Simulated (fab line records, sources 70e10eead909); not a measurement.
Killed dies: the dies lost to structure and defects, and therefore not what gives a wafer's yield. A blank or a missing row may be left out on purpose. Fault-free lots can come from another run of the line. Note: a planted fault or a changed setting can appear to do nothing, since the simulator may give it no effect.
Chamber matching    flow nand harc    NHARC_P_M1_ETCH_35 on rie diel-13: 4 sister chambers
The step etches the open film in N2/H2, target depth 40 nm, overetch 12 nm, time 43.94 s. 14 wafers are shown with their chamber, then 7 later ones without.

WAFERS, EACH WITH ITS CHAMBER
wafer   chamber  showerhead plenum p Torr (Torr)  drypump motor current A (A)  rf vpp V (V)
L777.3  0        1.99                             6.3                          429.5
L777.4  2        2.10                             5.5                          430.4
L777.6  1        1.98                             5.1                          428.8
L785.1  1        1.97                             5.1                          429.6
L785.2  3        1.99                             5.8                          429.8
L785.4  2        2.10                             5.4                          431.5
L789.3  3        1.99                             5.7                          430.3
L789.5  2        2.10                             5.4                          432.5
L789.6  1        1.97                             5.1                          429.2
L791.3  2        2.10                             5.4                          431.1
L791.4  3        1.99                             5.7                          427.8
L791.6  1        1.97                             5.1                          429.6
L795.1  3        1.99                             5.7                          428.4
L795.3  0        1.98                             6.4                          429.8

SIGNATURES, as means of the wafers listed above
reading                   chamber 0  chamber 1  chamber 2  chamber 3  scatter within a chamber
showerhead plenum p Torr  1.9850     1.9725     2.1000     1.9900     0.00354
drypump motor current A   6.350      5.100      5.425      5.725      0.0447
rf vpp V                  429.650    429.300    431.375    429.075    0.831
Rule: a wafer's distance from a chamber is the root of the sum, over the readings, of the square of ((its reading less the chamber's mean) divided by the reading's scatter). The wafer belongs to the nearest chamber; if the next one is less than 2 further off, it can't be placed. The scatter: the root of (the sum of the squares of (reading less its chamber's mean) over the shown wafers, divided by (wafers less chambers)).

WAFERS WHOSE CHAMBER IS MISSING
wafer   showerhead plenum p Torr (Torr)  drypump motor current A (A)  rf vpp V (V)
L795.6  1.98                             6.3                          427.5
L798.2  1.98                             6.3                          430.4
L798.3  1.97                             5.1                          426.8
L798.4  1.99                             5.7                          428.7
L800.1  1.99                             5.7                          429.5
L800.5  1.97                             5.1                          428.3
L800.6  2.09                             5.4                          432.0

THE CHAMBER EACH PASSED THROUGH
wafer   from the rows above  in truth
L795.6  0                    0
L798.2  0                    0
L798.3  1                    1
L798.4  3                    3
L800.1  3                    3
L800.5  1                    1
L800.6  2                    2
Placed correctly: 7 of 7. Not placeable from these rows: 0. Wrongly placed: 0.
